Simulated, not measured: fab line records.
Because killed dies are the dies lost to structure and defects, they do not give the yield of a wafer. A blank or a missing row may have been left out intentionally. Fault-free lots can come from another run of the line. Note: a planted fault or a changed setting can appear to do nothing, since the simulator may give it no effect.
Split-lot trial | flow n5Finfet | 21 wafers read from 7 lots, route of 1938 steps

THE SPLIT ITSELF
At N5_MOL_CONTACT_COAG_EXPOSE_05 (exposes mask CA, defocus 0 nm), the setting doseMj was moved away from the recipe's 38.25 on 7 of the 21 wafers read, by -7.3% to +4.6%. For the rest of the wafers, this setting stayed at what the recipe calls for.

FROM THE SPLIT TO THE READING: what the file shows between them, 2 steps
- N5_MOL_CONTACT_COAG_PEB_06: peb time 60 s
- N5_MOL_CONTACT_COAG_DEVELOP_07: develop time 30 s

THE READING
cdNm (nm) at N5_MOL_CONTACT_COAG_CD_MEAS_08, where the cd target is 28 nm. Fault-free wafers of this fab line usually give 28.02 nm, standard deviation 0.25 nm.

wafer  | tool, chamber at the split | doseMj as run | against the recipe | cdNm, nm | against lot-mates on the recipe
L077.2 | euvScanner-01, 0           | 38.25         | recipe             | 27.89    | -
L077.3 | euvScanner-01, 0           | 38.25         | recipe             | 27.95    | -
L077.4 | euvScanner-01, 0           | 39.14         | +2.3%              | 28.36    | +0.44
L080.2 | euvScanner-01, 0           | 35.44         | -7.3%              | 26.20    | -1.96
L080.4 | euvScanner-01, 0           | 35.44         | -7.3%              | 26.52    | -1.64
L080.5 | euvScanner-01, 0           | 38.25         | recipe             | 28.16    | -
L084.1 | euvScanner-01, 0           | 38.25         | recipe             | 27.79    | -
L084.2 | euvScanner-01, 0           | 38.25         | recipe             | 28.09    | -
L084.4 | euvScanner-01, 0           | 38.25         | recipe             | 27.87    | -
L085.2 | euvScanner-02, 0           | 35.66         | -6.8%              | 26.10    | -1.74
L085.4 | euvScanner-02, 0           | 38.25         | recipe             | 27.84    | -
L085.5 | euvScanner-02, 0           | 35.66         | -6.8%              | 26.25    | -1.59
L087.2 | euvScanner-02, 0           | 38.25         | recipe             | 28.12    | -
L087.3 | euvScanner-02, 0           | 38.25         | recipe             | 28.16    | -
L087.5 | euvScanner-02, 0           | 38.25         | recipe             | 28.10    | -
L090.2 | euvScanner-02, 0           | 38.25         | recipe             | 27.91    | -
L090.3 | euvScanner-02, 0           | 38.25         | recipe             | 28.20    | -
L090.5 | euvScanner-02, 0           | 38.25         | recipe             | 27.86    | -
L091.1 | euvScanner-02, 0           | 40.02         | +4.6%              | 28.65    | +0.40
L091.4 | euvScanner-02, 0           | 40.02         | +4.6%              | 29.01    | +0.76
L091.6 | euvScanner-02, 0           | 38.25         | recipe             | 28.25    | -

FIT RESULTS
A straight line over all 21 wafers: cdNm changes by +0.228 nm for each +1% of doseMj; r = +0.97; the points scatter about the line by 0.19 nm.
The same after taking each lot's own level away (the mean of its wafers on the recipe; 21 wafers): +0.218 nm for each +1%; r = +0.97; scatter 0.18 nm.
According to that fit, moving doseMj by its largest amount changes the reading by 1.6 nm.
Measured against the standard deviation above, the lots' own levels, which go from 27.840 to 28.250 nm, span 1.6 times it.
So the lot-to-lot level changes the slope little: the two slopes agree.
Check: for one of the wafers moved furthest among these (-7.3%), held out of the fit, the line's prediction against its lot-mates is -1.6 nm. Against them it came out at -1.96 nm.

OTHER SPLITS ON THESE WAFERS
These wafers also went through other splits before the reading. Each is held against what the fit with the lots' levels taken away leaves over:
other split on the same wafers | wafers away from the commonest value | r with cdNm (lot level and that fit taken away)
N5_SD_EPI_P_EPI_21 timeS       | 4                                    | -0.09
N5_SDB_ALD_29 aldCycles        | 2                                    | +0.01
N5_SDB_CMP_30 platenRpm        | 8                                    | +0.30
N5_HKMG_FIN_COAT_06 spinRpm    | 7                                    | +0.03
N5_HKMG_FIN_ETCH_32 biasW      | 5                                    | +0.02

THE WHOLE CHAIN: every reading that the file lists as answering this split, in the file's order
step                           | what it does                                                | reading                                                                      | change (the file's fit)               | r (the file's)
N5_MOL_CONTACT_COAG_CD_MEAS_08 | target cd 28 nm                                             | cdNm                                                                         | +0.223 nm for each +1% of the setting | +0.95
N5_MOL_CONTACT_COAG_ETCH_59    | etches underlayer in N2/H2, target depth 13 nm, time 10.4 s | MOL_CONTACT_COAG.cdOffsetNm (the simulator's own value, which no gauge read) | +0.195 nm for each +1% of the setting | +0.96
N5_MOL_CONTACT_COAG_ETCH_105   | etches SiARC in CF4, target depth 15.6 nm, time 26 s        | MOL_CONTACT_COAG.cdOffsetNm (the simulator's own value, which no gauge read) | +0.184 nm for each +1% of the setting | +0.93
N5_MOL_CONTACT_COAG_ETCH_15    | etches SiNx in CH3F/O2, stops on Si:P, target depth 7 nm    | MOL_CONTACT_COAG.cdOffsetNm (the simulator's own value, which no gauge read) | +0.19 nm for each +1% of the setting  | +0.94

THE FILE'S OWN FIT
cdNm changes by +0.223 nm for each +1% of doseMj, r = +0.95.
